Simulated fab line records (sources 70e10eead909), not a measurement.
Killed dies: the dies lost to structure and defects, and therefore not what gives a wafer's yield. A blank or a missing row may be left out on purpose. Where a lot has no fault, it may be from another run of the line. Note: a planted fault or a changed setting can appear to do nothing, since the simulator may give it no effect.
Which tool did it?	flow nand-harc	11 lots, 33 wafers sampled, at 4 steps of a route of 1159

== WHAT THE GAUGES READ, wafer by wafer ==
The record lacks any reading of a measuring or inspecting step that a usual standard deviation could be used to judge.

== EACH LOT AND THE TOOL THAT RAN IT (in order: tool; ch and the chambers of the sampled wafers; start) ==
lot	NHARC_P_M2_STRIP_18	NHARC_P_M2_PVD_20	NHARC_P_M2_ANNEAL_31	NHARC_P_BONDPAD_ETCH_37
L992	rie-diel-06 ch 0,1,3, day 6 15:31	pvd-sputter-02, day 6 17:01 or earlier	rtp-anneal-01 ch 0, day 6 17:01	rie-diel-03 ch 0,2,3, day 6 19:48
L995	rie-diel-05 ch 0,2,3, day 6 23:52	pvd-sputter-03, day 7 01:19 or earlier	rtp-anneal-02 ch 0, day 7 01:19	rie-diel-03 ch 0,1,2, day 7 04:24
L997	rie-diel-06 ch 0,3, day 7 14:02	pvd-sputter-02, day 7 15:27 or earlier	rtp-anneal-01 ch 0, day 7 15:27	rie-diel-03 ch 0,1, day 7 18:22
L108	rie-diel-06 ch 0,2, day 10 04:41	pvd-sputter-03, day 10 06:02 or earlier	rtp-anneal-01 ch 0, day 10 06:02	rie-diel-03 ch 0,1, day 10 08:56
L107	rie-diel-06 ch 0,3, day 10 05:20	pvd-sputter-01, day 10 06:43 or earlier	rtp-anneal-02 ch 0, day 10 06:43	rie-diel-03 ch 1,2,3, day 10 09:39
L109	rie-diel-02 ch 0,2,3, day 10 12:09	pvd-sputter-01, day 10 13:31 or earlier	rtp-anneal-01 ch 0, day 10 13:31	rie-diel-08 ch 0,1,2, day 10 16:26
L110	rie-diel-02 ch 0,2, day 10 14:35	pvd-sputter-01, day 10 15:58 or earlier	rtp-anneal-02 ch 0, day 10 15:58	rie-diel-03 ch 0,2,3, day 10 18:53
L111	rie-diel-06 ch 0,1, day 10 23:50	pvd-sputter-02, day 11 01:14 or earlier	rtp-anneal-02 ch 0, day 11 01:14	rie-diel-03 ch 0,1,3, day 11 04:08
L112	rie-diel-05 ch 1,2,3, day 11 05:07	pvd-sputter-01, day 11 06:35 or earlier	rtp-anneal-01 ch 0, day 11 06:35	rie-diel-03 ch 1,2, day 11 09:32
L114	rie-diel-02 ch 0,1, day 11 11:04	pvd-sputter-01, day 11 12:28 or earlier	rtp-anneal-01 ch 0, day 11 12:28	rie-diel-03 ch 1,3, day 11 15:26
L115	rie-diel-06 ch 2,3, day 11 22:02	pvd-sputter-02, day 11 23:31 or earlier	rtp-anneal-02 ch 0, day 11 23:31	rie-diel-03 ch 0,1,2, day 12 02:19
- NHARC_P_M2_STRIP_18: strips in N2/H2.
- NHARC_P_M2_PVD_20: deposits TaN, target thk 5 nm, time 8.06 s.
- NHARC_P_M2_ANNEAL_31: time 90 s.
- NHARC_P_BONDPAD_ETCH_37: etches the open film in N2/H2, target depth 60 nm, overetch 18 nm, time 65.91 s.

== WHAT THE TOOLS THEMSELVES READ (means of the sampled wafers that have a number; where no wafer has one, the mark that the record gives instead) ==
NHARC_P_M2_STRIP_18. Usual: drypump-motor-current-A 6.0 A, standard deviation 0.52; oes-product-au 0.998 a.u., standard deviation 0.011; rf-vpp-V 90.8 V, standard deviation 1; showerhead-plenum-p-Torr 2.07 Torr, standard deviation 0.097; throttle-valve-pct 14.171 %, standard deviation 0.0088.
lot	tool	drypump-motor-current-A (A)	oes-product-au (a.u.)	rf-vpp-V (V)	showerhead-plenum-p-Torr (Torr)	throttle-valve-pct (%)	flag
L992	rie-diel-06	5.8	0.989	91.3	2.03	14.169	
L995	rie-diel-05	5.9	0.994	90.5	2.06	14.165	
L997	rie-diel-06	6.2	0.998	90.7	2.07	14.174	
L108	rie-diel-06	6.6	1.002	91.3	2.14	14.164	
L107	rie-diel-06	6.3	1.003	89.9	2.07	14.171	
L109	rie-diel-02	5.7	1.007	90.7	2.02	14.178	
L110	rie-diel-02	5.6	1.004	90.5	1.99	14.166	
L111	rie-diel-06	5.8	0.983	89.8	1.95	14.173	
L112	rie-diel-05	5.9	1.006	90.5	2.02	14.172	
L114	rie-diel-02	5.7	1.003	91.5	2.10	14.166	
L115	rie-diel-06	6.2	1.004	90.7	2.19	14.166	

NHARC_P_M2_PVD_20. Usual: throttle-valve-pct at 29.9 %, with a standard deviation of 1.2.
lot	tool	throttle-valve-pct (%)	flag
L992	pvd-sputter-02	29.6	
L995	pvd-sputter-03	29.7	
L997	pvd-sputter-02	29.2	
L108	pvd-sputter-03	30.6	
L107	pvd-sputter-01	31.3	
L109	pvd-sputter-01	30.3	
L110	pvd-sputter-01	31.4	
L111	pvd-sputter-02	29.0	
L112	pvd-sputter-01	30.0	
L114	pvd-sputter-01	30.3	
L115	pvd-sputter-02	29.4	

NHARC_P_M2_ANNEAL_31. Usual: wafer_temp_C_max at 225.88, with a standard deviation of 0.24.
lot	tool	wafer_temp_C_max	flag
L992	rtp-anneal-01	225.75	
L995	rtp-anneal-02	225.87	
L997	rtp-anneal-01	225.93	
L108	rtp-anneal-01	225.92	
L107	rtp-anneal-02	225.54	
L109	rtp-anneal-01	225.85	
L110	rtp-anneal-02	226.05	
L111	rtp-anneal-02	226.08	
L112	rtp-anneal-01	225.79	
L114	rtp-anneal-01	225.87	
L115	rtp-anneal-02	225.95	

NHARC_P_BONDPAD_ETCH_37. Usual: drypump-motor-current-A 5.8 A, standard deviation 0.34; oes-product-au 0.997 a.u., standard deviation 0.012; rf-vpp-V 430.0 V, standard deviation 1.6; showerhead-plenum-p-Torr 2.02 Torr, standard deviation 0.054; throttle-valve-pct 14.171 %, standard deviation 0.01.
lot	tool	drypump-motor-current-A (A)	oes-product-au (a.u.)	rf-vpp-V (V)	showerhead-plenum-p-Torr (Torr)	throttle-valve-pct (%)	flag
L992	rie-diel-03	5.7	0.989	430.9	2.04	14.181	
L995	rie-diel-03	5.8	0.949	429.9	2.01	14.164	OFF
L997	rie-diel-03	5.8	0.946	429.1	1.97	14.178	OFF
L108	rie-diel-03	5.6	0.992	428.7	1.98	14.170	
L107	rie-diel-03	6.0	0.996	430.0	2.03	14.175	
L109	rie-diel-08	5.7	0.997	430.8	2.01	14.173	
L110	rie-diel-03	5.8	1.006	430.8	2.03	14.165	
L111	rie-diel-03	5.8	1.003	429.7	2.00	14.185	
L112	rie-diel-03	5.9	1.007	430.3	2.04	14.165	
L114	rie-diel-03	6.0	1.009	429.5	2.00	14.170	
L115	rie-diel-03	5.8	1.000	429.6	2.01	14.172	

== THE ANSWER, worked out from the rows above alone ==
Rule: a lot counts as off when the mean over its wafers that have a number is more than 3 standard deviations away from the usual mean. A lot without any number at a reading at which 4 lots or more have one is off too. All remaining lots with rows at the step are treated as sound. The gauges are gone through in route order, then the tools' own readings, and for those a lot's mean is taken as printed above. At the first step where some lot is off, the reading lying furthest off is the one used; lots without a number count as furthest.
Off: L995, L997, at NHARC_P_BONDPAD_ETCH_37 (oes-product-au).
A tool fits if, at that step or a process step before it, it ran every lot that is off, and no sound lot after the first of them. With no start given for some of its lots, NHARC_P_M2_PVD_20 uses the hours and lot order of NHARC_P_M2_ANNEAL_31. Of those tried, none fits.

== WHAT THE SIMULATOR PUT IN ==
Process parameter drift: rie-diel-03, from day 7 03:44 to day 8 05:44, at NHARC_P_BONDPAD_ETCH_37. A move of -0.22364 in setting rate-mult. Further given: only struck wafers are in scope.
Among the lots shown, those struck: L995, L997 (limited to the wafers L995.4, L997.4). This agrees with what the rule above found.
